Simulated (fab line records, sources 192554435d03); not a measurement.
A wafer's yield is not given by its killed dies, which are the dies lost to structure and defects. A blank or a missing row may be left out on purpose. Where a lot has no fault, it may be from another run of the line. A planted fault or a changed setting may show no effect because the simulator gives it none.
Chamber matching | flow n5Finfet | N5_BEOL_M4_DEP_57 on pecvd-03 has 3 sister chambers
The step deposits SiCN from 3MS/NH3, target thk 8 nm, time 14 s. 14 wafers are shown with their chamber, then 6 later ones without.

== EACH WAFER AND ITS CHAMBER ==
wafer  | chamber | throttleValvePct (%) | showerheadPlenumPTorr (Torr) | rfFwdPowerW (W)
L800.2 | 2       | 8.6                  | 3.667                        | 200.2
L800.3 | 0       | 9.3                  | 3.646                        | 200.0
L800.4 | 2       | 8.2                  | 3.669                        | 200.6
L801.3 | 2       | 8.4                  | 3.666                        | 199.5
L801.5 | 1       | 9.6                  | 3.676                        | 198.5
L803.1 | 0       | 9.5                  | 3.659                        | 200.4
L803.2 | 2       | 8.5                  | 3.671                        | 200.3
L803.3 | 0       | 9.3                  | 3.653                        | 200.0
L807.1 | 0       | 9.4                  | 3.658                        | 199.0
L807.2 | 2       | 8.5                  | 3.669                        | 199.9
L807.3 | 1       | 9.3                  | 3.675                        | 199.5
L809.2 | 2       | 8.6                  | 3.662                        | 198.8
L809.5 | 1       | 9.2                  | 3.681                        | 200.5
L809.6 | 2       | 8.5                  | 3.665                        | 199.4

SIGNATURES (averages over the wafers above)
reading               | chamber 0 | chamber 1 | chamber 2 | scatter within a chamber
throttleValvePct      | 9.375     | 9.367     | 8.471     | 0.144
showerheadPlenumPTorr | 3.65400   | 3.67733   | 3.66700   | 0.00405
rfFwdPowerW           | 199.850   | 199.500   | 199.814   | 0.699
Rule: distance of a wafer from a chamber = root of the sum over the readings of ((wafer's reading minus chamber's mean) / reading's scatter) squared. The wafer belongs to the nearest chamber; if the next one is less than 2 further off, it can't be placed. The scatter: the root of (the sum of the squares of (reading less its chamber's mean) over the shown wafers, divided by (wafers less chambers)).

== WAFERS WITHOUT THEIR CHAMBER ==
wafer  | throttleValvePct (%) | showerheadPlenumPTorr (Torr) | rfFwdPowerW (W)
L819.1 | 9.4                  | 3.658                        | 199.0
L819.3 | 8.4                  | 3.674                        | 199.3
L819.5 | 9.6                  | 3.658                        | 199.9
L822.2 | 8.3                  | 3.667                        | 200.1
L822.4 | 8.8                  | 3.673                        | 199.6
L822.6 | 9.2                  | 3.691                        | 198.8

== CHAMBER TAKEN BY EACH ==
wafer  | from the rows above     | in truth
L819.1 | 0                       | 0
L819.3 | 2                       | 2
L819.5 | 0                       | 0
L822.2 | 2                       | 2
L822.4 | can't be placed: 2 or 1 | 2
L822.6 | 1                       | 1
Correct placement for 5 of the 6. Not placeable from these rows: 1 (in 1, the candidates include the true chamber). Placed wrongly: 0.
